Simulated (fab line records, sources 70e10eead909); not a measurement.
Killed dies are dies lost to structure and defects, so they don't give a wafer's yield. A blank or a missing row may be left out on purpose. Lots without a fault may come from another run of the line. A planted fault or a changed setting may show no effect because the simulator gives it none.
fab line records | flow nand_harc
record lots=13 wafers=37 last_day=24
route steps=1159 shown A_STAIRCASE@613 END@1159
lots that met no fault: from a run of the same line without faults
start_h: hours from the record's first day to the start of the lot's first wafer shown | wait_h: hours since the lot's step before | " the same as in the row above | L1.1+2: a row that stands for several wafers | - no value, or no start given | * or withheld: withheld | < > ~ a bound
route shown NAME@n: a module of which the file shows steps, and the number in the route of the first | usual: mean/standard deviation of fault-free wafers | same: alike in all rows | chamber/n: place in a boat | sites: the reading at each site | _std_site: their standard deviation | _edge_site: outer sites' mean less inner sites' | radius_mm: how far each site lies from the wafer's centre | mask NAME#n: copy n | behind: the tool/chamber that last shaped the wafer | hold: why the lot was held/for how many hours/how that ended | device: the transistor (n, p or np) that didn't switch | end of line: the same wafers' tests at the end of the route | a step without rows: its recipe alone | killed: dies lost to structure and defects at the first sort, not the wafer's yield | map: a wafer's dies, x killed, . not, _ none there
set.NAME: the setting as run; set.NAME@STEP: as run at that earlier step | model.NAME: the simulator's own value behind a step, which no gauge read
steps of the route over a sample of lots; a table a step, a row a wafer
services: from which hour (start_h, from the record's first day; less than 0 if before it) a tool's chamber was out of use, for how many hours, and why
## steps
# step NHARC_A_STAIRCASE_DESCUM_219
# recipe time_s=3 o2_flow_sccm=200 ar_flow_sccm=0 bias_power_w=0 chemistry=O2
# usual drypump_motor_current_A=5.4/0.34 oes_product_au=1.002/0.0073 rf_vpp_V=58.1/0.78 showerhead_plenum_p_Torr=1.96/0.073 throttle_valve_pct=11.313/0.0087
# same time_s=3
# columns lot.wafer tool chamber start_h wait_h drypump_motor_current_A oes_product_au rf_hours_counter_h rf_vpp_V showerhead_plenum_p_Torr throttle_valve_pct
L607.1 rie_diel-02 2 247.00 - 5.2 1.014 36 58.7 2.06 11.304
L607.2 " 0 " " 5.8 1.004 36 58.4 1.85 11.317
L607.5 " 2 " " 5.2 1.006 - 57.7 2.06 11.307
L606.4 rie_diel-02 1 254.04 - 5.5 0.999 39 57.3 1.82 11.320
L606.1 " 3 " " 6.1 0.994 36 58.6 1.98 11.325
L606.6 " 0 " " 5.8 0.998 - 58.1 1.85 11.311
L610.1 rie_diel-07 1 258.68 - 5.6 1.005 10 57.1 1.93 11.318
L610.3 " 2 " " 5.6 0.995 10 57.4 1.97 11.328
L610.2 " 0 " " 5.7 1.005 10 57.6 1.99 11.325
L608.4 rie_diel-06 2 259.51 - 5.3 1.006 3 58.0 2.05 11.316
L608.1 " 3 " " 4.8 1.008 3 57.0 2.05 11.315
L608.6 " 1 " " 5.2 1.012 - 57.2 1.93 11.315
L611.4 rie_diel-06 2 268.90 - 5.3 1.010 6 57.9 2.05 11.307
L611.2 " 3 " " 4.7 1.010 6 58.2 2.05 11.324
L611.6 " 2 " " 5.3 1.009 - 56.7 2.05 11.308
L612.3 rie_diel-06 0 281.45 - 5.0 1.011 10 57.1 2.02 11.316
L612.4 " 2 " " 5.3 1.008 11 58.4 2.05 11.307
L612.5 " 1 " " 5.2 1.009 - 58.1 1.93 11.319
L613.1 rie_diel-07 3 281.74 - 5.5 1.009 18 57.6 1.92 11.314
L613.2 " 1 " " 5.6 0.998 20 58.0 1.93 11.314
L613.6 " 3 " " 5.5 1.002 - 58.4 1.92 11.317
L616.3 rie_diel-07 3 301.96 - 5.4 1.005 28 58.1 1.92 11.328
L616.6 " 2 " " 5.6 0.986 - 58.7 1.97 11.326
L618.2 rie_diel-07 3 321.70 - 5.5 0.997 36 57.3 1.91 11.309
L618.1 " 0 " " 5.7 1.014 32 57.0 1.98 11.300
L627.2 rie_diel-02 3 366.90 - 6.1 1.000 9 58.5 1.97 11.324
L627.1 " 0 " " 5.8 1.010 9 57.9 1.84 11.302
L627.3 " 1 " " 5.5 0.999 9 56.6 1.80 11.304
L628.1 rie_diel-02 0 368.55 - 5.9 0.984 9 58.3 1.84 11.317
L628.3 " 2 " " 5.2 1.000 9 58.0 2.05 11.315
L628.4 " 3 " " 6.1 0.991 9 58.4 1.96 11.314
L625.2 rie_diel-06 1 369.01 - 5.2 0.998 43 58.5 1.92 11.314
L625.4 " 0 " " 5.0 0.992 39 57.7 2.01 11.300
L625.6 " 1 " " 5.2 1.001 - 57.9 1.92 11.298
L629.4 rie_diel-02 1 382.51 - 5.5 1.001 15 56.8 1.80 11.316
L629.1 " 0 " " 5.8 1.005 14 57.9 1.83 11.296
L629.5 " 2 " " 5.2 0.996 - 58.2 2.05 11.330
# step NHARC_A_STAIRCASE_ETCH_221
# recipe target_depth_a=1000 time_s=40.5 ion_energy_ev=400 c4f8_flow_sccm=20 o2_flow_sccm=10 ar_flow_sccm=withheld rf_w=600 bias_w=1000 chemistry=C4F8/O2
# usual oes_product_au=0.942/0.014 rf_vpp_V=899/4.6
# same time_s=40.5
# columns lot.wafer tool chamber start_h wait_h oes_product_au rf_hours_counter_h rf_vpp_V
L607.2 rie_diel-02 0 247.41 - 0.919 36 893
L607.1 " 2 " " 0.930 36 906
L607.5 " 1 " " 0.918 - 889
L606.4 rie_diel-02 2 254.51 - 0.924 39 903
L606.1 " 0 " " 0.923 39 893
L606.6 " 1 " " 0.916 - 889
L610.3 rie_diel-07 1 258.93 - 0.951 10 896
L610.2 " 2 " " 0.944 10 900
L610.1 " 3 " " 0.966 10 897
L608.1 rie_diel-06 3 259.75 - 0.962 3 905
L608.4 " 0 " " 0.951 3 904
L608.6 " 2 " " 0.964 - 904
L611.4 rie_diel-06 2 269.16 - 0.940 6 905
L611.2 " 3 " " 0.937 6 906
L611.6 " 0 " " 0.939 - 902
L612.4 rie_diel-06 2 281.69 - 0.949 11 905
L612.3 " 1 " " 0.945 11 897
L612.5 " 2 " " 0.948 - 905
L613.2 rie_diel-07 1 282.50 - 0.926 21 896
L613.1 " 3 " " 0.922 18 897
L613.6 " 3 " " 0.929 - 897
L616.3 rie_diel-07 1 303.60 - 0.940 31 898
L616.6 " 2 " " 1.072 - 899
L618.1 rie_diel-07 2 321.99 - 0.939 33 898
L618.2 " 3 " " 1.083 37 895
L627.1 rie_diel-02 2 367.14 - 0.945 9 906
L627.3 " 3 " " 0.940 9 899
L627.2 " 0 " " 0.943 9 892
L628.1 rie_diel-02 3 368.79 - 0.952 10 898
L628.4 " 0 " " 0.951 9 892
L628.3 " 2 " " 0.962 9 905
L625.2 rie_diel-06 0 369.25 - 0.951 39 901
L625.4 " 2 " " 0.947 43 903
L625.6 " 1 " " 0.949 - 897
L629.1 rie_diel-02 2 382.94 - 0.932 16 906
L629.4 " 3 " " 0.938 16 900
L629.5 " 3 " " 0.931 - 898
# step NHARC_A_STAIRCASE_ETCH_223
# recipe target_depth_a=1000 time_s=40.5 ion_energy_ev=400 c4f8_flow_sccm=20 o2_flow_sccm=10 ar_flow_sccm=withheld rf_w=600 bias_w=1000 chemistry=C4F8/O2
# usual oes_product_au=0.943/0.011 rf_vpp_V=899/4.9
# same time_s=40.5
# columns lot.wafer tool chamber start_h wait_h oes_product_au rf_hours_counter_h rf_vpp_V
L607.2 rie_diel-02 0 - - 0.928 36 892
L607.1 " 2 " " 0.947 36 906
L607.5 " 0 " " 0.934 - 891
L606.1 rie_diel-02 0 - - 0.944 39 892
L606.4 " 3 " " 0.941 37 902
L606.6 " 1 " " 0.947 - 889
L610.3 rie_diel-07 1 - - 0.950 11 898
L610.1 " 2 " " 0.923 11 901
L610.2 " 0 " " 0.960 10 901
L608.1 rie_diel-06 3 - - 0.942 3 906
L608.4 " 0 " " 0.937 4 904
L608.6 " 0 " " 0.954 - 901
L611.4 rie_diel-06 1 - - 0.949 7 897
L611.2 " 2 " " 0.942 6 906
L611.6 " 2 " " 0.947 - 905
L612.4 rie_diel-06 1 - - 0.948 11 898
L612.3 " 3 " " 0.942 10 904
L612.5 " 2 " " 0.961 - 906
L613.1 rie_diel-07 1 - - 0.926 21 897
L613.2 " 2 " " 0.991 16 901
L613.6 " 1 " " 0.928 - 898
L616.3 rie_diel-07 2 - - 0.936 26 899
L616.6 " 2 " " 0.943 - 899
L618.2 rie_diel-07 0 - - 0.945 33 901
L618.1 " 2 " " 0.946 33 899
L627.1 rie_diel-02 1 - - 0.964 9 888
L627.3 " 2 " " 0.959 9 904
L627.2 " 3 " " 0.949 9 900
L628.4 rie_diel-02 1 - - 0.934 9 889
L628.1 " 2 " " 0.935 10 905
L628.3 " 0 " " 0.957 9 892
L625.4 rie_diel-06 1 - - 0.952 43 897
L625.2 " 2 " " 0.939 43 903
L625.6 " 1 " " 0.947 - 896
L629.4 rie_diel-02 2 - - 0.951 17 903
L629.1 " 3 " " 0.954 16 899
L629.5 " 2 " " 0.946 - 904
# step NHARC_A_STAIRCASE_TRIM_229
# recipe time_s=211.2 o2_flow_sccm=500 ar_flow_sccm=0 bias_w=0 chemistry=O2
# usual drypump_motor_current_A=5.3/0.37 oes_product_au=1.001/0.0085 rf_vpp_V=58.1/0.87 showerhead_plenum_p_Torr=3.63/0.12 throttle_valve_pct=17.037/0.009
# same time_s=211.2
# columns lot.wafer tool chamber start_h wait_h drypump_motor_current_A oes_product_au rf_hours_counter_h rf_vpp_V showerhead_plenum_p_Torr throttle_valve_pct
L607.2 rie_diel-02 1 248.41 0.1 5.5 0.989 37 57.4 3.36 17.051
L607.1 " 3 " " 6.1 1.004 34 57.9 3.64 17.033
L607.5 " 1 " " 5.5 0.991 - 58.1 3.36 17.053
L606.1 rie_diel-07 3 255.54 0.1 5.5 0.992 8 58.6 3.54 17.033
L606.4 " 2 " " 5.6 1.003 9 57.9 3.63 17.014
L606.6 " 0 " " 5.7 1.003 - 58.1 3.66 17.040
L610.2 rie_diel-07 0 259.97 0.1 5.7 1.003 10 58.1 3.66 17.030
L610.3 " 1 " " 5.6 1.004 11 58.0 3.56 17.036
L610.1 " 2 " " 5.6 1.009 11 59.7 3.63 17.035
L608.1 rie_diel-06 0 260.75 0.1 5.0 1.004 4 58.1 3.71 17.027
L608.4 " 1 " " 5.2 0.999 3 56.9 3.56 17.030
L608.6 " 0 " " 5.0 1.007 - 56.6 3.71 17.034
L611.2 rie_diel-06 3 270.38 0.1 4.8 0.980 7 58.7 3.77 17.033
L611.4 " 0 " " 5.0 0.992 7 59.8 3.71 17.037
L611.6 " 3 " " 4.8 0.989 - 59.3 3.77 17.044
L612.4 rie_diel-06 1 282.56 0.1 5.2 1.008 12 58.6 3.56 17.035
L612.3 " 0 " " 5.0 1.011 10 57.4 3.71 17.032
L612.5 " 2 " " 5.3 1.006 - 58.5 3.77 17.035
L613.1 rie_diel-07 1 284.13 0.1 5.6 1.005 22 58.5 3.55 17.032
L613.2 " 2 " " 5.6 1.003 17 58.2 3.63 17.041
L613.6 " 1 " " 5.6 1.016 - 58.7 3.55 17.048
L616.3 rie_diel-06 3 304.53 0.1 4.7 0.986 17 58.0 3.76 17.033
L616.6 " 0 " " 5.0 1.006 - 57.8 3.71 17.035
L618.1 rie_diel-06 1 323.09 0.1 5.3 1.023 26 58.4 3.55 17.044
L618.2 " 0 " " 5.0 1.004 21 56.8 3.70 17.044
L627.1 rie_diel-06 3 368.00 0.1 4.7 0.992 43 57.6 3.75 17.052
L627.3 " 1 " " 5.2 1.009 43 58.7 3.54 17.033
L627.2 " 2 " " 5.3 0.999 42 59.0 3.75 17.038
L628.1 rie_diel-02 0 369.69 0.1 5.9 1.005 9 57.4 3.39 17.029
L628.4 " 1 " " 5.5 0.998 9 58.1 3.34 17.032
L628.3 " 2 " " 5.2 1.016 10 58.4 3.77 17.042
L625.2 rie_diel-06 0 370.15 0.1 5.0 1.006 40 58.9 3.69 17.029
L625.4 " 1 " " 5.2 0.998 44 57.2 3.54 17.025
L625.6 " 0 " " 5.0 0.999 - 58.4 3.69 17.040
L629.1 rie_diel-02 2 384.33 0.1 5.2 0.999 17 58.7 3.76 17.033
L629.4 " 0 " " 5.9 0.997 16 57.6 3.39 17.026
L629.5 " 2 " " 5.2 1.001 - 58.1 3.76 17.055
# step NHARC_END_SORT_01
# recipe temp_c=25
# usual killed_at_array=26/9.6 killed_at_other=0.7/0.92 killed_at_periphery=3.8/2.7 killed_dies=31/10 killed_open=3.3/1.7 killed_short=1.8/1.3
# same gross_dies=677
# columns lot.wafer tool chamber start_h wait_h killed_at_array killed_at_other killed_at_periphery killed_dies killed_open killed_short
L616.3 prober-02 0 487.72 3.1 27 0 3 30 0 1
L616.6 prober-02 0 490.16 4.1 347 0 2 349 2 1
L618.1 prober-02 0 505.76 2.5 18 1 2 21 2 4
L618.2 prober-02 0 506.57 2.8 361 0 1 362 3 2
# killed by level:class
L616.3 A_CHANNEL_HOLE_D1:chamber_film_flake=16 A_SLIT:chamber_film_flake=8 A_ZERO_WELL:chamber_film_flake=3 P_GATE:geometric_particle:short=1 P_ZERO_WELL:chamber_film_flake=1 P_GATE:chamber_film_flake=1
L616.6 A_STAIRCASE:area_etch=314 A_CHANNEL_HOLE_D1:chamber_film_flake=15 A_SLIT:chamber_film_flake=9 A_ZERO_WELL:chamber_film_flake=3 A_SGD_CUT:chamber_film_flake=2 P_M0:geometric_particle:open=1 A_ONON_D1:geometric_particle:open=1 A_CHANNEL_FILL_D1:geometric_particle:short=1
L618.1 A_SLIT:chamber_film_flake=7 P_STI:chamber_film_flake=2 A_STAIRCASE:chamber_film_flake=2 A_SOURCE_PLATE:geometric_particle:short=1 A_CONTACT:chamber_film_flake=1 A_SLIT:geometric_particle:short=1 A_WL_FILL:geometric_particle:open=1 A_WL_FILL:geometric_particle:short=1
L618.2 A_STAIRCASE:area_etch=331 A_STAIRCASE:chamber_film_flake=9 A_SLIT:chamber_film_flake=7 A_CHANNEL_FILL_D1:chamber_film_flake=5 A_CHANNEL_HOLE_D1:chamber_film_flake=3 P_M1:geometric_particle:open=1 A_WL_FILL:geometric_particle:open=1 A_WL_FILL:geometric_particle:short=1
## services
# columns tool chamber start_h hours kind
rie_diel-07 - 228.36 9.0 pm
rie_diel-02 3 235.05 5.9 repair
rie_diel-06 - 241.85 9.0 pm
rie_diel-06 0 241.85 9.0 vent_cycle
rie_diel-06 1 241.85 9.0 vent_cycle
rie_diel-06 2 241.85 9.0 vent_cycle
rie_diel-06 3 241.85 9.0 vent_cycle
rie_diel-06 0 250.85 - clean
rie_diel-06 1 250.85 - clean
rie_diel-06 2 250.85 - clean
rie_diel-06 3 250.85 - clean
rie_diel-02 - 258.59 0.4 repair
rie_diel-07 0 271.98 11.8 repair
rie_diel-06 0 276.31 - clean
rie_diel-06 1 276.31 - clean
rie_diel-06 2 276.31 - clean
rie_diel-06 3 276.31 - clean
rie_diel-06 0 284.88 9.7 repair
rie_diel-06 - 300.37 1.9 repair
rie_diel-06 0 325.32 - clean
rie_diel-06 1 325.32 - clean
rie_diel-06 2 325.32 - clean
rie_diel-02 - 327.83 9.0 pm
rie_diel-07 0 379.37 1.6 repair
## key
first_sign step=NHARC_A_STAIRCASE_ETCH_221 reading=oes_product_au direction=up sigmas=10 usual=0.942 struck=1.078
effect step=NHARC_END_SORT_01 reading=killed_at_array direction=up sigmas=34 usual=26 struck=354
more_kills_born_at NHARC_A_STAIRCASE_ETCH_221@rie_diel-07=645
met_at NHARC_A_STAIRCASE_ETCH_221
struck_lots L616,L618
struck_wafers L616.6,L618.2
tester_left_out L616,L618
not_acting_at NHARC_A_STAIRCASE_DESCUM_219,NHARC_A_STAIRCASE_ETCH_223,NHARC_A_STAIRCASE_TRIM_229
onset_between 282.50 303.60
fault kind=process_parameter_drift tool=rie_diel-07 chamber=- onset_h=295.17 steps=NHARC_A_STAIRCASE_ETCH_221 channel=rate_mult offset=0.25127 shape=step end_h=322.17 scope=struck_wafers_only
# tester_left_out: of these lots the tester's yield and bins aren't shown, on N5 and GAA mostly nor the transistor test; their killed dies are dies lost to structure and defects alone, not to doping, threshold or leakage, so they don't give the yield
